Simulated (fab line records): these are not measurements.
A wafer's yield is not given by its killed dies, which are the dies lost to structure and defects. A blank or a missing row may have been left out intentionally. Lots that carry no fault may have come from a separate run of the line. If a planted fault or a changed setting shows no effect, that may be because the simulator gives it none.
8D (eight disciplines) problem report, filled in by code | flow n5_finfet | the parts of the form that need people (team, actions taken, sign-off) are left out

## 1. WHAT IS WRONG
Mean of run_length_s at N5_BEOL_M1_ETCH_70: 127.7 s over 2 wafers from 1 lot, against 143.5 s (standard deviation 0.49) on wafers with no fault. Relative to the usual mean, that is a shift of -32 standard deviations.
The step: etches SOC in N2/H2, target depth 80 nm, overetch 16 nm, time 120 s.
Seen first at day 9 15:49 on rie_diel-04, wafer L585.1. The record holds 14 wafers of 5 lots with a number at this step. The rule behind "out" and "out of limits": a value lying over 4 standard deviations away from the usual mean. All remaining wafers that have a number are taken as sound.

## 2. WHAT IT IS; WHAT IT IS NOT
question                    | is                     | is not
which readings at this step | run_length_s           | drypump_motor_current_A, oes_product_au, rf_vpp_V, showerhead_plenum_p_Torr, throttle_valve_pct
which lots                  | L585                   | L574, L576, L584, L594
which wafers of those lots  | all that have a number | -
read on which tools         | rie_diel-04            | rie_diel-02, rie_diel-05
when                        | from day 9 15:49       | up to then (6 sound wafers); but 6 sound wafers of L584, L594 came after

## 3. SUSPECTS, AND WHAT RULES EACH OUT
Counting: a tool stays on the suspect list if, at a process step up to the reading, it processed all lots that are out and no sound lot following the first of them.
- rie_diel-04 at N5_BEOL_M1_DESCUM_33 (chemistry O2, time 7 s): kept. It ran the lot that is out, L585 (day 9 04:33), and no sound lot after that.
- rie_diel-04 at N5_BEOL_M1_ETCH_77 (etches underlayer in N2/H2, target depth 6.5 nm, time 5.2 s): kept. It ran the lot that is out, L585 (day 9 04:35), and no sound lot after that.
- rie_diel-04 at N5_BEOL_M1_ETCH_69 (etches SiARC in CF4, target depth 15.6 nm, time 26 s): kept. It ran the lot that is out, L585 (day 9 04:36), and no sound lot after that.
- ald_sin-04 at N5_BEOL_M1_ALD_98 (deposits SiO2, target thk 2.5 nm, pulse time 1 s, co reactant pulse time 1 s): kept. It ran the lot that is out, L585 (day 9 05:07), and no sound lot after that; its last sound lot up to then is L574 (day 6 18:29).
- rie_diel-04 at N5_BEOL_M1_ETCHBACK_99 (etches SiO2 in CHF3, target depth 5 nm, time 10.4 s): kept. It ran the lot that is out, L585 (day 9 15:47), and no sound lot after that; its last sound lot up to then is L574 (day 7 00:25).
- rie_diel-04 at N5_BEOL_M1_ETCH_70 (etches SOC in N2/H2, target depth 80 nm, overetch 16 nm, time 120 s): kept. It ran the lot that is out, L585 (day 9 15:49), and no sound lot after that; its last sound lot up to then is L574 (day 7 00:28). Its own run_length_s readings are out on those wafers.
Left after counting: rie_diel-04 at N5_BEOL_M1_DESCUM_33, rie_diel-04 at N5_BEOL_M1_ETCH_77, rie_diel-04 at N5_BEOL_M1_ETCH_69, ald_sin-04 at N5_BEOL_M1_ALD_98, rie_diel-04 at N5_BEOL_M1_ETCHBACK_99, rie_diel-04 at N5_BEOL_M1_ETCH_70.

## 4. THE CAUSE (what the simulator had put in)
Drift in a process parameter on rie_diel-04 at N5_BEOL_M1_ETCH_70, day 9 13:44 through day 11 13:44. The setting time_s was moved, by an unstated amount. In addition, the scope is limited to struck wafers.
This tool is one of the 6 suspects left after counting.

## 5. THE CHAIN OF EFFECTS, in route order
Each row: a reading where the mean over the struck wafers with a number is more than 3 standard deviations away from the usual. Readings are gone through only where the record gives a usual standard deviation; hours: the median, over the lots, of the time from a lot's start at the first step in this table giving one to that lot's start at this step; sigmas: the change measured in usual standard deviations.
hours | step               | reading      | usual   | on struck wafers | change | sigmas
0     | N5_BEOL_M1_ETCH_70 | run_length_s | 143.5 s | 127.7            | -15.8  | -32
It contains these process steps:
- N5_BEOL_M1_ETCH_70: etches SOC in N2/H2, target depth 80 nm, overetch 16 nm, time 120 s.
At these later measuring or inspecting steps, every struck wafer for which the step has a row has a number for every such reading, and none has moved that far: N5_BEOL_M4_RC_MEAS_101.

## 6. WHAT WOULD HAVE CAUGHT IT SOONER
The fault began at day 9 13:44; the first out-of-limits reading in this record came at day 9 15:49, 2 hours later.
